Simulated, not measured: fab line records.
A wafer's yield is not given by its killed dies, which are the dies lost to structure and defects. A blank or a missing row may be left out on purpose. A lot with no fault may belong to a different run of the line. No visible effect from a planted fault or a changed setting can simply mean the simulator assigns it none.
fab line records	flow n5-finfet
[record] lots = 3	wafers = 9	last-day = 21
route steps=1938 shown BEOL_M9@1437 BEOL_M10@1470 BEOL_M15@1830 PASSIVATION@1936
lots that met no fault: from a run of the same line without faults
start-h: hours from the record's opening day to when the first of the lot's shown wafers began	wait-h: how many hours have passed since the lot's step before this one	" the same as in the row above	L1.1+2: a single row standing in for several wafers	- no value, or no start was given	* or withheld: withheld	< > ~ a bound
route shown NAME@n: NAME is a module with steps in the file, n the number in the route of the first one	usual: mean/standard deviation of fault-free wafers	same: alike in all rows	chamber/n: place in a boat	sites: per-site readings	_std_site: standard deviation of those values	_edge_site: mean of outer sites minus mean of inner sites	radius-mm: for every site, how far away it sits from the centre of the wafer	mask NAME#n: copy n	behind: tool/chamber where the wafer was last shaped	hold: what put the lot on hold/how long, in hours/how the hold closed	device: whichever transistor did not switch (one of n, p or np)	end of line: the route-end tests of the same wafers	a step with no rows: only its recipe	killed: count of dies lost to structure and defects at first sort (not the wafer's yield)	map: a wafer's dies, marking killed ones x, the rest . and places with no die _
set.NAME: the setting the step ran with; set.NAME@STEP: the setting that earlier step ran with	model.NAME: the simulator's own value behind a step, which no gauge read
lots at selected steps of the route; one table per step, one row per wafer
services: when a tool's chamber went out of use (start-h, in hours from the record's first day, below 0 if earlier), for how many hours, and the reason
[[steps]]
[step N5_BEOL_M9_DESCUM_33]
[recipe] chemistry = O2	time-s = 7	source-power-w = 50	bias-power-w = 20	pressure-mtorr = 20	rf-frequency-hz = 2.712e+07	temp-c = 40	resist = CAR-EUV	o2-flow-sccm = 225
[step N5_BEOL_M9_ETCH_76]
[recipe] chemistry = N2/H2	target = underlayer	target-depth-a = 65	mask-material = CAR-EUV	time-s = 5.2	ion-energy-ev = 200	pressure-mtorr = 30	source-w = 840	bias-w = 150	n2-flow-sccm = 200	h2-flow-sccm = 200	ends = cleared
[step N5_BEOL_M9_ETCH_65]
[recipe] chemistry = CF4	target = SiARC	target-depth-a = 156	mask-material = CAR-EUV	time-s = 26	ion-energy-ev = 80	pressure-mtorr = 40	source-w = 545	bias-w = 36	Ar_flow_sccm = 100	cf4-flow-sccm = 100	ends = cleared
[step N5_BEOL_M9_ETCH_66]
[recipe] chemistry = N2/H2	target = SOC	target-depth-a = 800	overetch-a = 160	mask-material = SiARC	temp-c = 40	time-s = 120	ion-energy-ev = 200	pressure-mtorr = 30	source-w = 840	bias-w = 150	n2-flow-sccm = 200	h2-flow-sccm = 200
[step N5_BEOL_M9_STRIP_69]
[recipe] chemistry = N2/H2	temp-c = 40	n2-flow-sccm = 200	h2-flow-sccm = 200	rf-frequency-hz = 6e+07
[step N5_BEOL_M9_STRIP_77]
[recipe] chemistry = N2/H2	temp-c = 40	n2-flow-sccm = 200	h2-flow-sccm = 200	rf-frequency-hz = 6e+07
[step N5_BEOL_M9_VIA_ETCH_34]
[recipe] chemistry = C4F6/O2	target = SiCOH_lowk	target-depth-a = 1824	mask-material = SOC	taper-deg = 4	time-s = 68.4	ion-energy-ev = 250	pressure-mtorr = 30	source-w = 345	bias-w = 185	Ar_flow_sccm = 300	C4F6_flow_sccm = 10	O2_flow_sccm = 10
[step N5_BEOL_M9_STRIP_73]
[recipe] chemistry = C4F6/O2	resist = SiARC	rf-frequency-hz = 6e+07
[step N5_BEOL_M9_STRIP_36]
[recipe] chemistry = N2/H2	power-w = 450	temp-c = 40	pressure-mtorr = 20	rf-frequency-hz = 6e+07	overash-fraction = 0.3	bias-power-w = 7	h2-frac = 0.5	n2-flow-sccm = 200	h2-flow-sccm = 200
[step N5_BEOL_M9_TRENCH_ETCH_37]
[recipe] chemistry = C4F6/O2	target-depth-a = 1514.3	target = SiCOH_lowk	time-s = 49	ion-energy-ev = 250	pressure-mtorr = 30	source-w = 345	bias-w = 185	Ar_flow_sccm = 300	C4F6_flow_sccm = 10	O2_flow_sccm = 10
[usual] drypump-motor-current-A = 5.6/0.49	oes-product-au = 0.79/0.084	rf-vpp-V = 679/19	showerhead-plenum-p-Torr = 2.86/0.11	throttle-valve-pct = 20.92/0.21
lot.wafer	tool	chamber	start-h	wait-h	drypump-motor-current-A	oes-product-au	rf-hours-counter-h	rf-vpp-V	showerhead-plenum-p-Torr	throttle-valve-pct	model.etch.depth-nm	model.BEOL_M9.feature-depth-nm	model.TiN_of_BEOL_M9_HM_DEP_02.thk-nm
L336.1	rie-diel-02	2	333.55	-	5.0	0.95	2	660	2.89	20.56	148.7	148.6	15.6
L336.2	"	3	"	"	5.7	0.78	123	716	2.72	21.14	147.1	147	15.8
L336.3	"	0	"	"	4.8	0.92	23	689	3.00	21.05	152.9	152.8	15.6
L345.1	rie-diel-02	2	400.47	-	5.0	1.19	21	658	2.88	20.69	232.5	232.4	13.6
L345.3	"	0	"	"	4.9	0.88	42	687	2.99	21.08	153.7	153.8	15.8
L345.4	"	1	"	"	6.4	0.74	144	691	2.96	20.85	146.1	146.2	15.4
L354.1	rie-diel-06	1	442.30	-	5.6	0.73	162	673	2.92	20.59	146.2	146.2	16
L354.2	"	3	"	"	6.0	0.85	82	680	2.89	21.03	157.1	157	15.8
L354.3	"	0	"	"	5.8	0.71	199	683	2.82	21.20	145.5	145.6	16.4
[step N5_BEOL_M9_ETCH_41]
[recipe] chemistry = CH3F/O2	target = SiCN	target-depth-a = 366	taper-deg = 2	time-s = 70.1	ion-energy-ev = 120	mask-material = TiN	pressure-mtorr = 30	source-w = 395	bias-w = 75	Ar_flow_sccm = 150	CH3F_flow_sccm = 30	O2_flow_sccm = 20
[step N5_BEOL_M9_STRIP_80]
[recipe] chemistry = N2/H2	time-s = 10	power-w = 450	temp-c = 40	pressure-mtorr = 20	rf-frequency-hz = 6e+07	bias-power-w = 7	n2-flow-sccm = 200	h2-flow-sccm = 200
[step N5_BEOL_M9_OCD_MEAS_38]
[usual] trench-depth-nm = 149/3.5
lot.wafer	tool	chamber	start-h	wait-h	trench-depth-nm
L336.1	ocd-01	-	333.73	-	149
L336.2	"	-	"	"	147
L336.3	"	-	"	"	153
L345.1	ocd-01	-	400.64	-	232
L345.3	"	-	"	"	154
L345.4	"	-	"	"	146
L354.1	ocd-01	-	442.47	-	147
L354.2	"	-	"	"	158
L354.3	"	-	"	"	146
[step N5_BEOL_M9_HM_STRIP_39]
[recipe] chemistry = peroxide-tin-strip	material = TiN	target-depth-a = 250	temp-c = 50	time-s = 158
[step N5_BEOL_M9_SRD_40]
[recipe] time-s = 30	temp-c = 23	rinse-liquid = diw	dry = ipa-marangoni
[step N5_BEOL_M9_PRECLEAN_42]
[recipe] chemistry = residue-remover	time-s = 60	temp-c = 40
[step N5_BEOL_M9_SRD_43]
[recipe] time-s = 30	temp-c = 23	rinse-liquid = diw	dry = ipa-marangoni
[step N5_BEOL_M9_CURE_72]
[recipe] temp-c = 370	time-s = 120	ambient = DMADMS/He	material = SiCOH_lowk
[step N5_BEOL_M9_DEGAS_44]
[recipe] ambient = vacuum	temp-c = 250	time-s = 60
[step N5_BEOL_M9_PRE_CLEAN_45]
[recipe] gas = H2/He	time-s = 30	temp-c = 250
[step N5_BEOL_M9_ALD_74]
[recipe] material = TaN	target-thk-a = 20	temp-c = 275	ald-precursor-family = PDMAT	ald-co-reactant = NH3	pressure-torr = 3	carrier-flow-sccm = 1500	pulse-time-s = 2	purge-time-s = 3	co-reactant-purge-time-s = 2	co-reactant-pulse-time-s = 3	ald-cycles = 40	precursor-vessel-temp-c = 75	precursor-vessel-pressure-torr = 26.25	precursor-vessel-carrier-sccm = 1000
[step N5_BEOL_M9_SURFACE_TREAT_79]
[recipe] gas = Ar	time-s = *	ion-energy-ev = *	ion-current-ma-cm2 = 0.5	pressure-mtorr = *	ar-flow-sccm = 30
[step N5_BEOL_M9_CVD_78]
[recipe] material = Co	target-thk-a = 20	temp-c = withheld	precursor = CCTBA/H2	pressure-torr = 30	time-s = 138.9
[step N5_BEOL_M9_SPUTTER_48]
[recipe] material = Cu	target-thk-a = 120	temp-c = -20	bias-v = 60	power-w = 26000	chamber-pressure-pa = 0.13	time-s = 2
[step N5_BEOL_M9_ECD_50]
[recipe] material = Cu	target-thk-a = 3180
[step N5_BEOL_M9_ANNEAL_51]
[recipe] temp-c = 225	time-s = 90	ambient = N2
[step N5_BEOL_M9_CMP_52]
[recipe] stop-on = SiCOH_lowk	t-overpolish-s = 7	down-force-psi = 1	platen-rpm = 50	clearing-platen-down-force-psi = 1.5	clearing-platen-rpm = 50	post-cmp-clean = cu-alkaline	target-thk-nm = 140	clearing-platen-pad-velocity-m-s = 0.99484	pad-velocity-m-s = 0.99484
[usual] motor-current-A = 6.0/0.5	slurry-filter-dp-kPa = 13.49/0.13
lot.wafer	tool	chamber	start-h	wait-h	motor-current-A	slurry-filter-dp-kPa	model.Cu_of_BEOL_M9_ECD_50.thk-nm
L336.2	cmp-04	2	335.76	0.2	6.3	13.36	135.8
L336.3	"	3	"	"	6.6	13.54	139.6
L336.1	"	0	"	"	5.4	13.41	136.4
L345.1	cmp-04	1	402.86	0.3	5.8	13.56	223.2
L345.3	"	2	"	"	6.4	13.16	142.8
L345.4	"	0	"	"	5.5	13.50	134.2
L354.3	cmp-03	0	444.98	0.2	6.6	13.64	133.4
L354.2	"	2	"	"	7.1	13.44	145.4
L354.1	"	3	"	"	5.7	13.52	132.6
[step N5_BEOL_M9_THK_MEAS_53]
[recipe] thk-meas-gauge = xrf	reads = Cu_of_BEOL_M9_ECD_50
[usual] M9_THK = 139/3.8
lot.wafer	tool	chamber	start-h	wait-h	M9_THK[nm]
L336.1	film-metro-02	-	336.06	-	138
L336.2	"	-	"	"	137
L336.3	"	-	"	"	141
L345.1	film-metro-02	-	403.16	-	224
L345.3	"	-	"	"	144
L345.4	"	-	"	"	135
L354.1	film-metro-01	-	445.28	-	134
L354.2	"	-	"	"	146
L354.3	"	-	"	"	135
[step N5_BEOL_M9_PRE_CLEAN_55]
[recipe] gas = NH3	time-s = 15	temp-c = withheld	rf-power-w = 300
[step N5_BEOL_M9_DEP_56]
[recipe] material = SiCN	target-thk-a = 150	temp-c = withheld	precursor = 3MS/NH3	pressure-torr = 3	rf-w = 202	time-s = 26.5
[step N5_BEOL_M9_RS_MEAS_57]
[recipe] thk-meas-gauge = four-point-probe	reads = Cu_of_BEOL_M9_ECD_50+Co_of_BEOL_M9_CVD_78+TaN_of_BEOL_M9_ALD_74
[usual] M9_RS = 0.153/0.0044
lot.wafer	tool	chamber	start-h	wait-h	M9_RS[ohm/sq]
L336.1	film-metro-01	-	336.19	0.1	0.155
L336.2	"	-	"	"	0.156
L336.3	"	-	"	"	0.151
L345.1	film-metro-01	-	403.30	0.1	0.091
L345.3	"	-	"	"	0.148
L345.4	"	-	"	"	0.158
L354.1	film-metro-01	-	445.41	0.1	0.159
L354.2	"	-	"	"	0.144
L354.3	"	-	"	"	0.159
[step N5_BEOL_M10_ILD_DEP_00]
[recipe] material = SiCOH_lowk	target-thk-a = 3085.1	temp-c = 300	precursor = DEMS/porogen	pressure-torr = 5	rf-w = 500	time-s = 58
[step N5_BEOL_M10_CURE_71]
[recipe] temp-c = 385	time-s = 240	ambient = He/Ar	material = SiCOH_lowk
[step N5_BEOL_M10_PECVD_70]
[recipe] material = SiO2	target-thk-a = 200	temp-c = 400	precursor = TEOS/O2	pressure-torr = 5.5	rf-w = 450	teos-flow-sccm = 53.8	gas = O2	flow-sccm = 3000	time-s = 22.7
[step N5_BEOL_M10_HM_DEP_02]
[recipe] material = TiN	target-thk-a = 200	temp-c = 25	chamber-pressure-pa = 0.49996
[step N5_BEOL_M10_COAT_59]
[recipe] resist = SOC	temp-c = 250	time-s = 60	spin-rpm = 1500	resist-thk-nm = 100
[step N5_BEOL_M15_RC_MEAS_101]
[usual] COMB_M10 = 1.46e-11/2.8e-12	COMB_M10_max_site = 2.1e-11/5e-12	COMB_M11 = 1.41e-11/2.9e-12	COMB_M12 = 6.6e-12/1.2e-12	COMB_M13 = 5.1e-12/1e-12	COMB_M14 = 3.7e-12/7.5e-13	COMB_M15 = 2.9e-12/4.6e-13	COMB_M5 = 3.6e-11/7.5e-12	COMB_M6 = 2.5e-11/4.9e-12	COMB_M7 = 2.6e-11/5.6e-12	COMB_M8 = 2.5e-11/4.8e-12	SERP_M10 = 3.12/0.12	SERP_M11 = 3.11/0.1	SERP_M12 = 0.631/0.024	SERP_M13 = 0.313/0.0096	SERP_M13_max_site = 0.316/0.0097	SERP_M14 = 0.160/0.0072	SERP_M5 = 39.0/2.3	SERP_M6 = 14.0/0.8	SERP_M7 = 14.0/0.7	SERP_M8 = 14.3/0.79	SERP_M9 = 3.12/0.11	SERP_M9_max_site = 3.21/0.12
lot.wafer	tool	chamber	start-h	wait-h	COMB_M10[S/m]	COMB_M10_max_site[S/m]	COMB_M11[S/m]	COMB_M12[S/m]	COMB_M13[S/m]	COMB_M14[S/m]	COMB_M15[S/m]	COMB_M5[S/m]	COMB_M6[S/m]	COMB_M7[S/m]	COMB_M8[S/m]	SERP_M10[ohm/um]	SERP_M11[ohm/um]	SERP_M12[ohm/um]	SERP_M13[ohm/um]	SERP_M13_max_site[ohm/um]	SERP_M14[ohm/um]	SERP_M5[ohm/um]	SERP_M6[ohm/um]	SERP_M7[ohm/um]	SERP_M8[ohm/um]	SERP_M9[ohm/um]	SERP_M9_max_site[ohm/um]
L336.1	prober-02	0	393.45	0.0	1.46e-11	2.7e-11	1.24e-11	8e-12	5.4e-12	2.7e-12	2.5e-12	4.7e-11	2.8e-11	2.3e-11	1.7e-11	3.05	3.17	0.645	0.309	0.312	0.156	41.5	15.6	14.2	15.0	3.24	3.31
L336.2	"	0	"	"	2.2e-11	3.5e-11	8.8e-12	9.8e-12	5.8e-12	2.9e-12	3.3e-12	3.3e-11	2.7e-11	3.1e-11	2.5e-11	3.04	3.26	0.613	0.296	0.299	0.169	43.0	15.1	12.5	13.4	3.25	3.35
L336.3	"	0	"	"	1.28e-11	1.8e-11	1.49e-11	6.6e-12	4.9e-12	2.3e-12	3.1e-12	3.5e-11	2.1e-11	3.1e-11	1.9e-11	2.98	3.28	0.636	0.307	0.312	0.158	39.5	14.4	14.4	14.3	3.03	3.08
L345.1	prober-02	0	456.24	0.0	1.33e-11	1.6e-11	1.19e-11	7.2e-12	3.4e-12	3.5e-12	2.7e-12	3.9e-11	2e-11	1.8e-11	2.6e-11	3.28	3.09	0.658	0.303	0.306	0.160	41.3	15.4	14.8	14.5	1.87	1.91
L345.3	"	0	"	"	1.39e-11	2.2e-11	1.42e-11	5.9e-12	5.4e-12	3.1e-12	2.5e-12	3.6e-11	2.5e-11	2.5e-11	2.4e-11	3.07	3.03	0.626	0.329	0.333	0.162	36.1	13.2	12.9	14.1	3.01	3.05
L345.4	"	0	"	"	1.5e-11	2.1e-11	1.07e-11	5.7e-12	3.9e-12	2.3e-12	2.3e-12	2.9e-11	2.9e-11	2.1e-11	2.2e-11	3.39	3.13	0.622	0.306	0.309	0.156	38.1	13.8	14.8	13.7	3.17	3.21
L354.1	prober-01	0	491.21	0.0	1.27e-11	1.8e-11	1.16e-11	5.8e-12	5.2e-12	4e-12	3e-12	3.5e-11	3.1e-11	2.3e-11	2.7e-11	3.03	3.27	0.631	0.320	0.323	0.157	39.8	12.8	13.7	14.8	3.16	3.27
L354.2	"	0	"	"	1.58e-11	2.2e-11	1.24e-11	7.4e-12	4.4e-12	4.2e-12	3.4e-12	3.3e-11	2.7e-11	2.4e-11	3.3e-11	3.27	3.04	0.635	0.303	0.307	0.153	39.3	13.9	13.6	13.6	2.98	3.02
L354.3	"	0	"	"	1.42e-11	1.8e-11	1.05e-11	5.1e-12	5.6e-12	4.2e-12	3.7e-12	2.2e-11	2e-11	2.8e-11	2.3e-11	2.92	3.07	0.618	0.306	0.310	0.157	43.4	13.8	14.3	12.9	3.24	3.30
// sites SERP_M9 radius-mm=0,75,75,75,75,140,140,140,140
L336.1 3.30 3.23 3.26 3.31 3.23 3.23 3.24 3.29 3.14
L345.1 1.88 1.87 1.89 1.91 1.87 1.82 1.85 1.85 1.78
L354.1 3.10 3.18 3.17 3.16 3.14 3.27 3.15 3.23 3.15
[step N5_PASSIVATION_PROBE_49]
[usual] defect-limited-yield = 90.9/1.6	killed_at_M0_to_M3 = 37/11	killed_at_M4_up = 15/5.6	killed-at-contacts = 13/6.4	killed-at-front-end = 39/11	killed-at-other = 4/3.1	killed-dies = 107/19	killed-on-rim = 14/4.3	killed-open = 71/14	killed-short = 34/7.8	sort_bin_5_function = 5.3/1	sort_bin_6_memory = 3.4/0.72	sort_bin_8_speed = 0.0/0.42	sort-n-pass = 1072/20	sort-yield-pct = 90.9/1.7
[same] gross-dies = 1180	killed-at-back-side = 0	sort_bin_4_leakage[%] = 0
lot.wafer	tool	chamber	start-h	wait-h	defect-limited-yield[%]	killed_at_M0_to_M3	killed_at_M4_up	killed-at-contacts	killed-at-front-end	killed-at-other	killed-dies	killed-on-rim	killed-open	killed-short	sort_bin_5_function[%]	sort_bin_6_memory[%]	sort_bin_8_speed[%]	sort-n-pass	sort-yield-pct[%]
L336.1	prober-02	-	410.64	0.0	92.1	34	13	7	37	2	93	10	64	27	5.1	2.6	0	1087	92.1
L336.2	prober-02	-	410.69	0.1	89.4	46	15	16	38	10	125	19	87	35	6.3	4.1	0	1055	89.4
L336.3	prober-02	-	410.74	0.1	92.8	27	8	3	45	2	85	12	50	32	4.0	3.0	0	1095	92.8
L345.1	prober-02	-	469.02	0.0	86.3	29	74	9	50	0	162	17	70	26	4.8	3.6	0	1018	86.3
L345.3	prober-02	-	469.12	0.1	90.3	37	15	7	48	8	115	21	79	33	6.3	3.2	0	1065	90.3
L345.4	prober-02	-	469.17	0.2	89.5	32	17	9	61	5	124	20	91	31	6.5	3.6	5.0	997	84.5
L354.1	prober-02	-	506.77	0.5	91.4	41	4	10	45	2	102	7	65	36	4.7	3.6	0	1078	91.4
L354.2	prober-02	-	506.82	0.5	88.4	66	19	5	45	2	137	20	79	56	6.5	4.6	0	1043	88.4
L354.3	prober-02	-	506.87	0.6	89.7	57	10	9	44	2	122	18	80	37	5.3	4.4	0	1058	89.7
// killed by level:class
L336.1 FIN_SAQP:geometric-particle:open=12 BEOL_M2:geometric-particle:open=7 MOL_CONTACT_COAG:geometric-particle:open=7 BEOL_M3:geometric-particle:open=7 BEOL_M0_SAQP:geometric-particle:open=6 BEOL_M0_SAQP:geometric-particle:short=6 FIN_SAQP:geometric-particle:short=4 STI_FIN_REVEAL:geometric-particle:open=4
L336.2 BEOL_M2:geometric-particle:open=15 MOL_CONTACT_COAG:geometric-particle:open=11 FIN_SAQP:geometric-particle:open=10 BEOL_M4:geometric-particle:open=8 BEOL_M1:geometric-particle:open=7 STI_FIN_REVEAL:geometric-particle:open=6 MOL_CONTACT_COAG:geometric-particle:short=5 BEOL_M3:geometric-particle:open=5
L336.3 FIN_SAQP:geometric-particle:open=9 BEOL_M2:geometric-particle:open=9 DUMMY_GATE:geometric-particle:open=7 BEOL_M0_SAQP:geometric-particle:short=6 FIN_SAQP:geometric-particle:short=5 BEOL_M4:geometric-particle:short=5 STI_FIN_REVEAL:geometric-particle:open=4 BEOL_M0_SAQP:geometric-particle:open=4
L345.1 BEOL_M9:area-etch=63 STI_FIN_REVEAL:geometric-particle:open=13 FIN_SAQP:geometric-particle:short=9 BEOL_M3:geometric-particle:open=9 BEOL_M4:geometric-particle:open=8 DUMMY_GATE:geometric-particle:open=7 MOL_CONTACT_COAG:geometric-particle:open=7 FIN_SAQP:geometric-particle:open=6
L345.3 BEOL_M3:geometric-particle:open=14 STI_FIN_REVEAL:geometric-particle:open=12 FIN_SAQP:geometric-particle:open=9 FIN_SAQP:geometric-particle:short=8 BEOL_M4:geometric-particle:open=8 BEOL_M2:geometric-particle:open=6 BEOL_M1:geometric-particle:open=5 BEOL_M3:geometric-particle:short=5
L345.4 STI_FIN_REVEAL:geometric-particle:open=18 BEOL_M4:geometric-particle:open=9 DUMMY_GATE:geometric-particle:open=9 BEOL_M1:geometric-particle:open=9 FIN_SAQP:geometric-particle:open=7 GATE_CUT:geometric-particle:open=6 MOL_CONTACT_COAG:geometric-particle:open=6 BEOL_M3:geometric-particle:open=5
L354.1 FIN_SAQP:geometric-particle:open=20 FIN_SAQP:geometric-particle:short=10 BEOL_M0_SAQP:geometric-particle:open=9 MOL_CONTACT_COAG:geometric-particle:open=8 BEOL_M0_SAQP:geometric-particle:short=7 BEOL_M2:geometric-particle:short=7 BEOL_M2:geometric-particle:open=6 BEOL_M1:geometric-particle:open=5
L354.2 BEOL_M0_SAQP:geometric-particle:short=24 FIN_SAQP:geometric-particle:open=18 BEOL_M0_SAQP:geometric-particle:open=15 FIN_SAQP:geometric-particle:short=13 BEOL_M1:geometric-particle:open=8 BEOL_M3:geometric-particle:open=8 BEOL_M4:geometric-particle:open=5 BEOL_M0:geometric-particle:open=5
L354.3 BEOL_M0_SAQP:geometric-particle:open=16 BEOL_M2:geometric-particle:open=14 BEOL_M0_SAQP:geometric-particle:short=12 FIN_SAQP:geometric-particle:open=10 STI_FIN_REVEAL:geometric-particle:open=9 FIN_SAQP:geometric-particle:short=8 MOL_CONTACT_COAG:geometric-particle:open=7 STARTING-WAFER:geometric-particle:short=7
// map L345.1 (x killed, . not)
_________________.x..........________________
______________..x.....x...x....._____________
___________.x......................__________
__________..............x........x.._________
________...x............x.....x......._______
_______...x.......x..xx.............x..______
______...x.xx..........................x_____
_____................x...........x.x.....____
____.xx..........x....................x...___
___...x.....xx.............x...........x...__
___........x.......x....................x..__
__.....x.............x.......x..x...x.x....x_
__..x.......x.....x...x.......x............._
_........xx...........................x..x...
_.....x.xxx..........................x.......
_...x..............x...xx........x...........
_.x............x...xxx.....x.................
_..x...x....x..................x.............
_..x..x.......x......x........x....x.xx..x.x.
_..x.................x................xx.x...
_...x.....x..............x..xx.x.....x......x
__x..x.........x.........x....x.......x....x_
__....xx....x.....................x...x.x..._
___....x...x.x..............xxx...x..x.....__
___x...............xx.....x...x.....x....x.__
____.......xx......x..................xx..___
_____....x........x.x...........xx..x...x____
______..........xx.x.......xx....x..x..._____
_______..........x..............x.....x______
________x..xx.....x........x..x...x..x_______
__________........x.......x..xx.x..._________
___________............x..x.x......__________
______________.......x......x..._____________
_________________...........x________________
// map L336.2 (x killed, . not)
_________________x....x.x....________________
______________....x......xx....._____________
___________.........x.....x.....x..__________
__________..........x.............x._________
________..............x...........xx.._______
_______..................x.....x.....x.______
______x...x...x......x.................._____
_____...................................x____
____.x.....x..........xx..........x.....x.___
___.....x.x.......x.......x..............x.__
___.........x..x.....x.....x...x...........__
__.....x......x.......x......x.....x.x.x...._
__....................xx...x...x.........x.._
_....x.x........xx...........x.x.......x.....
_.......x.......x............................
_.x...................................x.x....
_............x..............x................
_..x.......x...x.x......x....x......x........
_x....................x.......x....x........x
_.........x..x.x.....x.....x.................
_.....x........x..............x..............
__.....................................x...._
__..x.x............x...................xxx.._
___.............x...................x......__
___.........x.........x....................__
____.....x...x.x....x..................x..___
_____...x..x...........................x.____
______.........x.......x................_____
_______x.......x......x...xx......x.x..______
________x.........................x..._______
__________....x.....x.xx.xx........._________
___________.....x.x................__________
______________............x....x_____________
_________________...........x________________
[[services]]
tool	chamber	start-h	hours	kind
rie-diel-02	2	317.30	-	clean
rie-diel-02	2	317.30	-	consumable-replace:focus-ring
rie-diel-02	2	317.30	12.3	scheduled-down
rie-diel-02	2	317.30	12.3	vent-cycle
cmp-04	-	319.52	8.4	repair
cmp-03	-	345.46	2.0	repair
cmp-03	-	351.98	2.6	repair
rie-diel-02	1	367.74	5.0	repair
cmp-04	-	381.92	4.0	pm
cmp-04	-	385.92	-	consumable-replace:conditioner
cmp-04	-	385.92	-	consumable-replace:pad
cmp-04	-	396.87	3.4	repair
rie-diel-06	0	401.30	8.8	repair
rie-diel-06	0	411.47	6.5	repair
rie-diel-02	2	417.51	2.8	repair
rie-diel-06	2	431.53	15.6	repair
[[key]]
[first-sign] step = N5_BEOL_M9_TRENCH_ETCH_37	reading = oes-product-au	direction = up	sigmas = 4.8	usual = 0.79	struck = 1.19
[effect] step = N5_BEOL_M9_OCD_MEAS_38	reading = trench-depth-nm	direction = up	sigmas = 24	usual = 149	struck = 232
[effect] step = N5_BEOL_M9_THK_MEAS_53	reading = M9_THK	direction = up	sigmas = 22	usual = 139	struck = 224
[effect] step = N5_BEOL_M9_RS_MEAS_57	reading = M9_RS	direction = down	sigmas = 14	usual = 0.153	struck = 0.091
[effect] step = N5_BEOL_M15_RC_MEAS_101	reading = SERP_M9	direction = down	sigmas = 12	usual = 3.12	struck = 1.87
[effect] step = N5_PASSIVATION_PROBE_49	reading = killed_at_M4_up	direction = up	sigmas = 10	usual = 15	struck = 74
[model-effect] step = N5_BEOL_M9_TRENCH_ETCH_37	value = etch.depth-nm	without = 150.1	struck = 232.5
[model-effect] step = N5_BEOL_M9_CMP_52	value = Cu_of_BEOL_M9_ECD_50.thk-nm	without = 140.8	struck = 223.2
[more-kills-born-at] N5_BEOL_M9_TRENCH_ETCH_37@rie-diel-02 = 63
met-at N5_BEOL_M9_TRENCH_ETCH_37
struck-wafers L345.1
onset-between 333.55 400.47
[fault] kind = process-parameter-drift	tool = rie-diel-02	chamber = -	onset-h = 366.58	steps = N5_BEOL_M9_TRENCH_ETCH_37	channel = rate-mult	offset = 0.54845	shape = step	end-h = 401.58	scope = struck-wafers-only
